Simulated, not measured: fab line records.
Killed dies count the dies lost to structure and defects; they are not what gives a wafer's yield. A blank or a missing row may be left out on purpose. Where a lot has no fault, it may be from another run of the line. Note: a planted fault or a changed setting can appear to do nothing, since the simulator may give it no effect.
Which tool was responsible? + flow n5-finfet + 30 wafers from 10 lots sampled at 5 of the route's 1938 steps

== WHAT EACH GAUGE READ, for each wafer ==
N5_STI_FIN_REVEAL_INSPECT_13: inspects for defects (darkfield). Usual: raw-defect-count at 11, with a standard deviation of 4.4.
| lot  | measured    | on                | raw-defect-count | flag |
|------|-------------|-------------------|------------------|------|
| L887 | day 2 14:08 | defect-inspect-02 | 13 12 10         |      |
| L893 | day 4 04:54 | defect-inspect-01 | 6 8 13           |      |
| L895 | day 4 14:32 | defect-inspect-01 | 16 14 13         |      |
| L896 | day 4 20:20 | defect-inspect-02 | 9 10 13          |      |
| L897 | day 5 01:46 | defect-inspect-02 | 11 11 12         |      |
| L898 | day 5 09:13 | defect-inspect-01 | 11 21 23         |      |
| L899 | day 5 13:50 | defect-inspect-01 | 8 14 10          |      |
| L901 | day 6 00:39 | defect-inspect-01 | 15 12 9          |      |
| L908 | day 7 19:17 | defect-inspect-01 | 15 7 23          |      |
| L910 | day 8 08:01 | defect-inspect-01 | 10 4 5           |      |

N5_BEOL_M4_RC_MEAS_101. Usual: DIBL_N 35.8 mV/V, standard deviation 1.6; DIBL_P 36.0 mV/V, standard deviation 2.1; IOFF_N 0.153 nA/um, standard deviation 0.026; IOFF_P 0.21 nA/um, standard deviation 0.037; ION_N 673 uA/um, standard deviation 11; ION_P 462 uA/um, standard deviation 7.6; SS_N 71.4 mV/dec, standard deviation 0.53; SS_P 73.2 mV/dec, standard deviation 0.67; VT_N 250 mV, standard deviation 3.2; VT_P -250 mV, standard deviation 3.7.
| lot  | measured     | on        | DIBL_N (mV/V)  | DIBL_P (mV/V)  | IOFF_N (nA/um)    | IOFF_P (nA/um) | ION_N (uA/um) | ION_P (uA/um) | SS_N (mV/dec)  | SS_P (mV/dec)  | VT_N (mV)   | VT_P (mV)      | flag |
|------|--------------|-----------|----------------|----------------|-------------------|----------------|---------------|---------------|----------------|----------------|-------------|----------------|------|
| L887 | day 8 01:25  | prober-02 | 37.3 33.5 37.9 | 39.2 33.7 38.8 | 0.188 0.117 0.207 | 0.26 0.17 0.27 | 684 662 700   | 476 463 476   | 70.9 71.1 71.1 | 74.0 72.5 74.2 | 245 256 243 | -248 -251 -245 |      |
| L893 | day 9 15:37  | prober-02 | 37.0 35.2 35.6 | 38.7 35.6 36.5 | 0.192 0.153 0.159 | 0.25 0.20 0.21 | 690 680 670   | 467 464 463   | 71.4 71.2 71.8 | 73.6 73.2 72.8 | 248 250 252 | -247 -253 -250 |      |
| L895 | day 9 19:12  | prober-02 | 33.3 36.3 35.0 | 32.7 35.2 33.4 | 0.107 0.143 0.119 | 0.16 0.18 0.17 | 663 666 652   | 457 453 448   | 71.0 71.6 71.0 | 72.5 73.1 73.6 | 257 254 255 | -256 -251 -253 |      |
| L896 | day 10 08:57 | prober-01 | 35.2 35.3 36.4 | 35.2 35.7 37.6 | 0.136 0.153 0.168 | 0.18 0.20 0.22 | 671 688 688   | 462 468 469   | 71.4 70.8 71.9 | 73.4 72.8 72.6 | 250 249 246 | -252 -249 -248 |      |
| L897 | day 11 00:27 | prober-01 | 36.1 35.8 35.7 | 38.3 37.3 36.3 | 0.179 0.177 0.165 | 0.27 0.27 0.23 | 676 675 670   | 469 474 467   | 71.6 71.6 71.9 | 74.0 74.0 72.8 | 250 247 248 | -243 -244 -248 |      |
| L898 | day 11 05:25 | prober-01 | 35.2 37.1 36.0 | 36.0 39.2 37.5 | 0.160 0.186 0.160 | 0.18 0.24 0.22 | 670 670 675   | 455 452 460   | 71.9 71.4 71.9 | 73.3 74.0 73.7 | 251 246 249 | -252 -250 -251 |      |
| L899 | day 11 00:41 | prober-02 | 33.4 33.7 36.6 | 32.2 32.9 37.2 | 0.113 0.112 0.168 | 0.16 0.17 0.23 | 656 659 684   | 449 457 465   | 71.4 70.6 71.2 | 71.8 72.4 73.2 | 254 255 249 | -252 -251 -248 |      |
| L901 | day 11 09:40 | prober-02 | 38.2 36.9 35.5 | 38.4 36.4 36.7 | 0.195 0.161 0.151 | 0.25 0.22 0.23 | 687 676 679   | 470 463 468   | 71.4 71.7 71.4 | 74.1 73.1 73.3 | 247 248 249 | -247 -247 -247 |      |
| L908 | day 13 14:24 | prober-02 | 37.5 38.3 38.3 | 38.2 39.0 38.8 | 0.156 0.157 0.167 | 0.21 0.24 0.22 | 668 672 674   | 458 469 458   | 71.6 71.8 71.5 | 73.6 74.3 73.8 | 251 252 248 | -251 -250 -249 |      |
| L910 | day 13 18:08 | prober-01 | 38.3 34.6 35.0 | 36.3 32.5 33.8 | 0.182 0.124 0.136 | 0.21 0.17 0.18 | 675 668 665   | 454 456 461   | 71.5 71.3 71.1 | 73.9 72.6 73.1 | 248 254 249 | -251 -253 -253 |      |

== TOOL THAT RAN EACH LOT (tool first, then ch and the chambers of the sampled wafers, then the start) ==
| lot  | N5_STI_FIN_REVEAL_ALD_00         | N5_STI_FIN_REVEAL_DENSIFY_30    | N5_DUMMY_GATE_ALD_02             |
|------|----------------------------------|---------------------------------|----------------------------------|
| L887 | ald-sin-03 ch 0,1,3, day 2 05:25 | rtp-anneal-02 ch 0, day 2 10:50 | ald-sin-02 ch 1,2,3, day 2 14:23 |
| L893 | ald-sin-04 ch 2,3, day 3 20:13   | rtp-anneal-02 ch 0, day 4 01:40 | ald-sin-02 ch 0,1,2, day 4 04:59 |
| L895 | ald-sin-03 ch 0,1,3, day 4 05:52 | rtp-anneal-01 ch 0, day 4 11:19 | ald-sin-01 ch 0,1, day 4 14:38   |
| L896 | ald-sin-04 ch 1,2, day 4 10:48   | rtp-anneal-02 ch 0, day 4 17:04 | ald-sin-01 ch 2,3, day 4 20:46   |
| L897 | ald-sin-04 ch 0,1,3, day 4 17:06 | rtp-anneal-01 ch 0, day 4 22:31 | ald-sin-01 ch 0,1,3, day 5 04:31 |
| L898 | ald-sin-04 ch 1,2,3, day 5 00:30 | rtp-anneal-02 ch 0, day 5 06:00 | ald-sin-01 ch 0,1,2, day 5 09:43 |
| L899 | ald-sin-03 ch 0,1,2, day 5 05:05 | rtp-anneal-01 ch 0, day 5 10:29 | ald-sin-03 ch 0,1,2, day 5 13:56 |
| L901 | ald-sin-04 ch 2,3, day 5 15:52   | rtp-anneal-02 ch 0, day 5 21:19 | ald-sin-01 ch 0,3, day 6 00:44   |
| L908 | ald-sin-03 ch 1,2,3, day 7 09:56 | rtp-anneal-02 ch 0, day 7 15:30 | ald-sin-02 ch 0,2,3, day 7 19:23 |
| L910 | ald-sin-04 ch 1,2, day 7 23:17   | rtp-anneal-02 ch 0, day 8 04:45 | ald-sin-03 ch 1,2, day 8 08:06   |
- N5_STI_FIN_REVEAL_ALD_00: deposits SiO2, target thk 1 nm, pulse time 1 s.
- N5_STI_FIN_REVEAL_DENSIFY_30
- N5_DUMMY_GATE_ALD_02: deposits SiO2, target thk 2 nm, pulse time 1 s.

== WHAT THE TOOLS THEMSELVES READ (means of the sampled wafers that have a number; where no wafer has one, the mark that the record gives instead) ==
N5_STI_FIN_REVEAL_ALD_00. Usual: heater-power-w 470 W, standard deviation 65; precursor-pulse-height-rel 1.002, standard deviation 0.019; susceptor-temp-C 300.00 C, standard deviation 0.2.
| lot  | tool       | heater-power-w (W) | precursor-pulse-height-rel | susceptor-temp-C (C) | flag |
|------|------------|--------------------|----------------------------|----------------------|------|
| L887 | ald-sin-03 | 494                | 0.987                      | 300.07               |      |
| L893 | ald-sin-04 | 445                | 0.995                      | 299.96               |      |
| L895 | ald-sin-03 | 501                | 1.005                      | 299.92               |      |
| L896 | ald-sin-04 | 512                | 1.017                      | 300.08               |      |
| L897 | ald-sin-04 | 408                | 1.010                      | 299.93               |      |
| L898 | ald-sin-04 | 478                | 1.020                      | 300.00               |      |
| L899 | ald-sin-03 | 516                | 1.006                      | 300.00               |      |
| L901 | ald-sin-04 | 454                | 1.013                      | 299.94               |      |
| L908 | ald-sin-03 | 512                | 1.002                      | 299.99               |      |
| L910 | ald-sin-04 | 510                | 1.017                      | 300.09               |      |

N5_STI_FIN_REVEAL_DENSIFY_30. Usual: lamp-power-pct at 11.53 %, with a standard deviation of 0.053.
| lot  | tool          | lamp-power-pct (%) | flag |
|------|---------------|--------------------|------|
| L887 | rtp-anneal-02 | 11.48              |      |
| L893 | rtp-anneal-02 | 11.55              |      |
| L895 | rtp-anneal-01 | 11.55              |      |
| L896 | rtp-anneal-02 | 11.47              |      |
| L897 | rtp-anneal-01 | 11.50              |      |
| L898 | rtp-anneal-02 | 11.53              |      |
| L899 | rtp-anneal-01 | 11.56              |      |
| L901 | rtp-anneal-02 | 11.51              |      |
| L908 | rtp-anneal-02 | 11.55              |      |
| L910 | rtp-anneal-02 | 11.55              |      |

N5_DUMMY_GATE_ALD_02. Usual: heater-power-w 478 W, standard deviation 34; precursor-pulse-height-rel 1.001, standard deviation 0.017; susceptor-temp-C 300.01 C, standard deviation 0.19.
| lot  | tool       | heater-power-w (W) | precursor-pulse-height-rel | susceptor-temp-C (C) | flag |
|------|------------|--------------------|----------------------------|----------------------|------|
| L887 | ald-sin-02 | 467                | 0.998                      | 300.00               |      |
| L893 | ald-sin-02 | 464                | 0.992                      | 300.11               |      |
| L895 | ald-sin-01 | 451                | 1.022                      | 300.01               |      |
| L896 | ald-sin-01 | 482                | 0.984                      | 300.06               |      |
| L897 | ald-sin-01 | 485                | 0.998                      | 299.96               |      |
| L898 | ald-sin-01 | 441                | 0.983                      | 296.25               | OFF  |
| L899 | ald-sin-03 | 510                | 1.003                      | 300.08               |      |
| L901 | ald-sin-01 | 462                | 1.006                      | 296.18               | OFF  |
| L908 | ald-sin-02 | 477                | 1.004                      | 300.11               |      |
| L910 | ald-sin-03 | 528                | 0.987                      | 300.04               |      |

== THE ANSWER, worked out from the rows above alone ==
Rule: a lot is off if the mean of its wafers that have a number lies more than 3 standard deviations from the usual mean. Also off: a lot with no number at a reading for which 4 or more lots have one. The other lots that the step has rows for count as sound. First the gauges in route order, then the tools' own readings, where a lot's mean is used as printed above. The first step at which some lot is off is used, and at that step the reading that is off furthest; a lot without a number counts as furthest.
Off: L898, L901 (N5_DUMMY_GATE_ALD_02, susceptor-temp-C).
If a tool, at that step or one of the process steps before it, ran each lot that is off and ran no sound lot following the first of them, it fits. One fits: ald-sin-01 at N5_DUMMY_GATE_ALD_02. A fault onset in the window from L897 (day 5 04:31, its last sound lot) to L898 (day 5 09:43, its first lot off) fits.
The tool's own readings at N5_DUMMY_GATE_ALD_02 bear it out: on the lots that are off they differ by more than 5 times the standard deviation of the sound lots' means. susceptor-temp-C reads 296.22 C there against 300.05 C on the sound lots.

== WHAT THE SIMULATOR HAD PUT IN ==
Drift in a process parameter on ald-sin-01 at N5_DUMMY_GATE_ALD_02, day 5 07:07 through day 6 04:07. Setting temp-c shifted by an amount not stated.
Lots struck among those shown: L898, L901. This agrees with what the rule above found.
